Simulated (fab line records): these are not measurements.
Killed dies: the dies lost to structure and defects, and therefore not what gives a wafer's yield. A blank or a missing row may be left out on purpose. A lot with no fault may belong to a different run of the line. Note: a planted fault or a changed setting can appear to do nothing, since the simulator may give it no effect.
fab line records	flow nand_harc
record lots=13	wafers=39	last_day=25
route steps=1159 shown P_GATE@122 END@1159
lots untouched by any fault: they come from a run of this same line in which no faults occurred
start_h: start of the lot's first displayed wafer, in hours after the record's first day	wait_h: hours elapsed since this lot's preceding step	" identical to the entry in the row above	L1.1+2: a row that stands for several wafers	- no value, or no start was given	* or withheld: withheld	< > ~ a bound
route shown NAME@n: names a module that has steps shown in the file, with the first one's number in the route	usual: mean and standard deviation over wafers with no fault	same: alike in all rows	chamber/n: place in a boat	sites: per-site readings	_std_site: the values' standard deviation	_edge_site: the outer-site mean with the inner-site mean subtracted	radius_mm: for every site, how far away it sits from the centre of the wafer	mask NAME#n: copy n	behind: tool/chamber where the wafer was last shaped	hold: cause of the lot's hold/its duration in hours/its outcome	device: names the non-switching transistor (n, p or np)	end of line: the same wafers' tests at the end of the route	step lacking rows: just its recipe	killed: dies lost to structure and defects at the first sort, not the wafer's yield	map: the dies of a wafer, with x for killed, . for not killed, _ for no die there
set.NAME: the setting that was run; set.NAME@STEP: the one run at that earlier step	model.NAME: the simulator's own value behind a step, which no gauge read
route steps across a sampled set of lots; one table per step, one row per wafer
services: a tool's chamber out of use, with start hour (start_h, from the record's first day; less than 0 if before it), hours out, and reason
## steps
# step NHARC_P_GATE_CD_MEAS_11
# recipe target_cd_nm=1640	landing_energy_ev=500
# usual cd_nm=1640.2/2.3
lot.wafer	tool	chamber	start_h	wait_h	cd_nm
L474.3	cd_sem-02	0	76.57	-	1636.5
L474.5	"	0	"	"	1640.3
L474.6	"	0	"	"	1636.6
L473.3	cd_sem-03	0	76.73	-	1638.0
L473.4	"	0	"	"	1640.9
L473.6	"	0	"	"	1637.5
L476.2	cd_sem-03	0	90.07	-	1640.3
L476.3	"	0	"	"	1639.1
L476.4	"	0	"	"	1639.6
L481.1	cd_sem-02	0	127.48	-	1640.6
L481.3	"	0	"	"	1641.1
L481.6	"	0	"	"	1641.2
L487.1	cd_sem-02	0	154.20	-	1642.9
L487.3	"	0	"	"	1638.3
L487.5	"	0	"	"	1641.2
L486.3	cd_sem-01	0	154.24	-	1644.6
L486.5	"	0	"	"	1644.6
L486.6	"	0	"	"	1644.9
L488.2	cd_sem-01	0	154.31	-	1641.2
L488.3	"	0	"	"	1637.9
L488.6	"	0	"	"	1640.7
L489.1	cd_sem-02	0	168.27	-	1636.5
L489.2	"	0	"	"	1638.6
L489.6	"	0	"	"	1636.0
L490.2	cd_sem-03	0	174.54	-	1644.6
L490.3	"	0	"	"	1645.5
L490.4	"	0	"	"	1644.5
L492.3	cd_sem-01	0	186.76	-	1640.8
L492.4	"	0	"	"	1641.1
L492.5	"	0	"	"	1637.5
L491.4	cd_sem-02	0	186.80	-	1638.6
L491.5	"	0	"	"	1639.4
L491.6	"	0	"	"	1638.8
L494.2	cd_sem-02	0	202.97	-	1641.8
L494.4	"	0	"	"	1644.4
L494.6	"	0	"	"	1641.8
L496.2	cd_sem-01	0	213.06	-	1642.4
L496.3	"	0	"	"	1639.6
L496.6	"	0	"	"	1644.5
# step NHARC_P_GATE_EXPOSE_43
# recipe na=0.6	target_cd_nm=720	dose_mj=14.81	mask_id=P_NSD
# same na=0.6
lot.wafer	tool	chamber	start_h	wait_h	mask
L474.3+5+6	krf_scanner-02	0	104.36	-	P_NSD#0
L473.3+4+6	krf_scanner-04	0	104.52	-	P_NSD#0
L476.2+3+4	krf_scanner-02	0	117.06	-	P_HVPW#0
L481.1+3+6	krf_scanner-01	0	155.11	-	P_NSD#0
L488.2+3+6	krf_scanner-02	0	182.40	-	P_NSD#0
L486.3+5+6	krf_scanner-04	0	188.33	-	P_NSD#0
L487.1+3+5	krf_scanner-02	0	188.90	-	P_NSD#0
L489.1+2+6	krf_scanner-01	0	195.90	-	P_NSD#0
L490.2+3+4	krf_scanner-02	0	201.87	-	P_NSD#0
L491.4+5+6	krf_scanner-04	0	212.03	-	P_NSD#0
L492.3+4+5	krf_scanner-04	0	213.68	-	P_NSD#0
L494.2+4+6	krf_scanner-02	0	228.15	-	P_NSD#0
L496.2+3+6	krf_scanner-04	0	242.94	-	P_NSD#0
# step NHARC_P_GATE_CD_MEAS_46
# recipe target_cd_nm=720	landing_energy_ev=500
# usual cd_nm=718.2/2.1
lot.wafer	tool	chamber	start_h	wait_h	cd_nm
L474.3	cd_sem-02	0	104.52	-	716.3
L474.5	"	0	"	"	720.9
L474.6	"	0	"	"	714.0
L473.3	cd_sem-03	0	104.67	-	715.7
L473.4	"	0	"	"	716.9
L473.6	"	0	"	"	713.6
L476.2	cd_sem-01	0	117.21	-	-
L476.3	"	0	"	"	-
L476.4	"	0	"	"	-
L481.1	cd_sem-03	0	155.27	-	723.6
L481.3	"	0	"	"	719.6
L481.6	"	0	"	"	721.5
L488.2	cd_sem-03	0	182.56	-	718.2
L488.3	"	0	"	"	717.7
L488.6	"	0	"	"	717.4
L486.3	cd_sem-01	0	188.47	-	720.2
L486.5	"	0	"	"	719.5
L486.6	"	0	"	"	717.2
L487.1	cd_sem-01	0	189.05	-	714.7
L487.3	"	0	"	"	715.5
L487.5	"	0	"	"	717.4
L489.1	cd_sem-02	0	196.05	-	719.0
L489.2	"	0	"	"	719.1
L489.6	"	0	"	"	718.3
L490.2	cd_sem-01	0	202.03	-	716.8
L490.3	"	0	"	"	716.9
L490.4	"	0	"	"	715.5
L491.4	cd_sem-03	0	212.18	-	717.7
L491.5	"	0	"	"	718.0
L491.6	"	0	"	"	719.3
L492.3	cd_sem-03	0	213.84	-	717.8
L492.4	"	0	"	"	717.6
L492.5	"	0	"	"	716.1
L494.2	cd_sem-02	0	228.30	-	717.9
L494.4	"	0	"	"	718.9
L494.6	"	0	"	"	720.1
L496.2	cd_sem-02	0	243.10	-	717.2
L496.3	"	0	"	"	717.8
L496.6	"	0	"	"	716.5
# step NHARC_P_GATE_STRIP_111
# recipe power_w=1500	temp_c=110	time_s=250	chemistry=N2/H2
# usual drypump_motor_current_A=5.62/0.28	heater_power_w=95/12
lot.wafer	tool	chamber	start_h	wait_h	drypump_motor_current_A	heater_power_w	rf_hours_counter_h
L474.3	plasma_asher-02	1	105.24	0.3	6.01	87	-
L474.6	"	0	"	"	5.35	108	-
L474.5	"	1	"	"	6.00	84	-
L473.3	plasma_asher-02	0	105.56	0.4	5.34	110	-
L473.4	"	1	"	"	5.99	86	-
L473.6	"	0	"	"	5.34	109	-
L476.2	plasma_asher-02	1	117.81	0.2	6.01	86	34
L476.3	"	0	"	"	5.36	109	-
L476.4	"	1	"	"	5.99	85	-
L481.1	plasma_asher-01	1	155.80	0.2	5.36	81	17
L481.3	"	1	"	"	5.30	80	-
L481.6	"	1	"	"	5.33	80	-
L488.2	plasma_asher-02	0	183.08	0.2	5.35	106	54
L488.3	"	0	"	"	5.35	110	-
L488.6	"	1	"	"	6.00	86	-
L486.3	plasma_asher-01	0	190.71	1.8	5.78	108	-
L486.6	"	0	"	"	5.75	110	-
L486.5	"	1	"	"	5.37	81	-
L487.1	plasma_asher-01	0	191.26	1.9	5.75	108	33
L487.3	"	1	"	"	5.41	82	-
L487.5	"	1	"	"	5.38	81	-
L489.2	plasma_asher-01	1	197.06	0.2	5.39	79	37
L489.1	"	0	"	"	5.74	110	37
L489.6	"	1	"	"	5.38	80	-
L490.2	plasma_asher-01	0	202.99	0.4	5.77	105	39
L490.4	"	1	"	"	5.36	80	-
L490.3	"	0	"	"	5.75	107	-
L491.4	plasma_asher-02	0	212.81	0.2	5.35	109	-
L491.5	"	0	"	"	5.33	104	-
L491.6	"	1	"	"	6.01	84	-
L492.4	plasma_asher-02	0	214.46	0.2	5.34	105	-
L492.3	"	1	"	"	5.97	83	-
L492.5	"	0	"	"	5.34	106	-
L494.2	plasma_asher-02	1	228.83	0.2	6.01	80	14
L494.4	"	1	"	"	6.01	82	-
L494.6	"	1	"	"	6.00	82	-
L496.2	plasma_asher-01	0	243.70	0.2	5.74	107	50
L496.3	"	1	"	"	5.35	79	-
L496.6	"	0	"	"	5.74	108	-
# step NHARC_P_GATE_STRIP_76
# recipe power_w=1500	temp_c=250	chemistry=O2
# usual drypump_motor_current_A=5.60/0.26	heater_power_w=353/48
lot.wafer	tool	chamber	start_h	wait_h	drypump_motor_current_A	heater_power_w	rf_hours_counter_h
L474.3	plasma_asher-02	1	107.77	0.2	6.02	316	-
L474.6	"	1	"	"	6.00	327	-
L474.5	"	0	"	"	5.35	405	-
L473.4	plasma_asher-02	1	108.38	0.2	5.99	320	-
L473.3	"	0	"	"	5.35	399	-
L473.6	"	0	"	"	5.35	416	-
L476.2	plasma_asher-02	1	119.83	0.2	6.01	323	36
L476.4	"	0	"	"	5.35	403	-
L476.3	"	1	"	"	6.01	317	-
L481.1	plasma_asher-02	0	157.70	0.2	5.35	410	47
L481.3	"	1	"	"	6.02	318	-
L481.6	"	1	"	"	6.02	305	-
L488.2	plasma_asher-01	1	186.00	0.2	5.40	302	28
L488.3	"	1	"	"	5.39	292	-
L488.6	"	1	"	"	5.38	303	-
L486.3	plasma_asher-01	0	192.75	0.2	5.74	403	-
L486.6	"	0	"	"	5.72	410	-
L486.5	"	1	"	"	5.38	299	-
L487.1	plasma_asher-01	1	193.28	0.2	5.33	301	35
L487.3	"	1	"	"	5.36	302	-
L487.5	"	1	"	"	5.37	301	-
L489.1	plasma_asher-01	1	198.95	0.2	5.35	301	38
L489.2	"	0	"	"	5.76	395	38
L489.6	"	0	"	"	5.76	407	-
L490.2	plasma_asher-01	0	205.05	0.2	5.72	400	40
L490.4	"	0	"	"	5.72	407	-
L490.3	"	1	"	"	5.34	305	-
L491.4	plasma_asher-01	0	214.74	0.2	5.72	406	-
L491.5	"	0	"	"	5.75	402	-
L491.6	"	1	"	"	5.37	301	-
L492.4	plasma_asher-02	1	216.51	0.2	6.01	313	-
L492.3	"	0	"	"	5.35	388	-
L492.5	"	0	"	"	5.36	393	-
L494.2	plasma_asher-02	0	230.84	0.2	5.35	394	15
L494.4	"	1	"	"	5.99	314	-
L494.6	"	1	"	"	6.00	300	-
L496.2	plasma_asher-02	1	245.67	0.2	6.00	306	20
L496.3	"	0	"	"	5.35	394	-
L496.6	"	0	"	"	5.35	391	-
# step NHARC_END_SORT_01
# recipe temp_c=25
# usual killed_at_array=27/10	killed_at_other=0.6/0.96	killed_at_periphery=3.4/2.7	killed_dies=31/10	killed_open=2.9/1.8	killed_short=1.8/1.4
# same gross_dies=677
lot.wafer	tool	chamber	start_h	wait_h	killed_at_array	killed_at_other	killed_at_periphery	killed_dies	killed_open	killed_short
L476.2	prober-01	0	450.33	2.8	31	0	646	677	1	3
L476.3	prober-01	0	451.13	3.1	25	1	651	677	1	2
L476.4	prober-01	0	451.93	3.4	33	0	644	677	4	4
L486.3	prober-01	0	518.99	3.1	19	1	2	22	3	1
# killed by level:class
L476.2 P_GATE:area_expose=642 A_SLIT:chamber_film_flake=13 A_CHANNEL_HOLE_D1:chamber_film_flake=12 P_STI:chamber_film_flake=2 A_CONTACT:chamber_film_flake=2 P_M2:geometric_particle:short=1 A_CHANNEL_FILL_D1:geometric_particle:short=1 A_WL_FILL:geometric_particle:open=1
L476.3 P_GATE:area_expose=648 A_SLIT:chamber_film_flake=11 A_CHANNEL_HOLE_D1:chamber_film_flake=8 P_STI:chamber_film_flake=3 A_CONTACT:chamber_film_flake=3 A_CONTACT:geometric_particle:short=2 A_CONTACT:geometric_particle:open=1 THIN_TSV:chamber_film_flake=1
L476.4 P_GATE:area_expose=643 A_CHANNEL_HOLE_D1:chamber_film_flake=14 A_SLIT:chamber_film_flake=11 A_CONTACT:geometric_particle:short=2 A_CONTACT:geometric_particle:open=2 P_CONTACT:geometric_particle:open=1 A_SOURCE_PLATE:geometric_particle:short=1 A_CHANNEL_FILL_D1:geometric_particle:short=1
L486.3 A_CHANNEL_HOLE_D1:chamber_film_flake=7 A_CONTACT:chamber_film_flake=6 A_ONON_D1:geometric_particle:open=1 A_CHANNEL_FILL_D1:geometric_particle:open=1 A_WL_FILL:geometric_particle:short=1 A_CONTACT:geometric_particle:open=1 P_ZERO_WELL:chamber_film_flake=1 P_M0:chamber_film_flake=1
## services
tool	chamber	start_h	hours	kind
krf_scanner-01	-	84.00	4.0	pm
plasma_asher-01	-	99.89	9.0	pm
plasma_asher-01	0	99.89	9.0	vent_cycle
plasma_asher-01	1	99.89	9.0	vent_cycle
plasma_asher-01	0	108.89	-	clean
plasma_asher-01	1	108.89	-	clean
krf_scanner-04	-	112.77	4.9	repair
krf_scanner-04	-	126.00	4.0	pm
plasma_asher-02	-	149.18	6.1	repair
krf_scanner-02	-	170.53	0.7	repair
krf_scanner-01	0	175.68	-	calibration
plasma_asher-02	0	183.45	9.0	vent_cycle
krf_scanner-02	0	191.87	-	calibration
plasma_asher-02	0	192.45	-	clean
plasma_asher-02	1	192.45	-	clean
krf_scanner-01	-	202.15	1.7	repair
krf_scanner-02	-	210.00	4.0	pm
plasma_asher-01	-	215.93	5.4	repair
krf_scanner-04	0	231.11	-	calibration
## key
first_sign step=NHARC_P_GATE_EXPOSE_43	reading=mask	direction=changed
effect step=NHARC_P_GATE_CD_MEAS_46	reading=cd_nm	direction=missing
effect step=NHARC_END_SORT_01	reading=killed_at_periphery	direction=up	sigmas=99+	usual=3.4	struck=647
more_kills_born_at NHARC_P_GATE_EXPOSE_43@krf_scanner-02=1933
met_at NHARC_P_GATE_EXPOSE_43
struck_lots L476
later_rows_left_out L476.2,L476.3,L476.4
tester_left_out L476
not_acting_at NHARC_P_GATE_CD_MEAS_11,NHARC_P_GATE_STRIP_111,NHARC_P_GATE_STRIP_76
onset_between 104.36 117.06
fault kind=wrong_mask	tool=any	chamber=-	onset_h=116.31	steps=NHARC_P_GATE_EXPOSE_43	aux_copy=P_HVPW#0	scope=struck_lots_only
# tester_left_out: of these lots the tester's yield and bins aren't shown, on N5 and GAA mostly nor the transistor test; their killed dies are dies lost to structure and defects alone, not to doping, threshold or leakage, so they don't give the yield
# later_rows_left_out: the simulator's readings of these wafers behind a module that went badly wrong aren't trusted and aren't shown, but for the sort
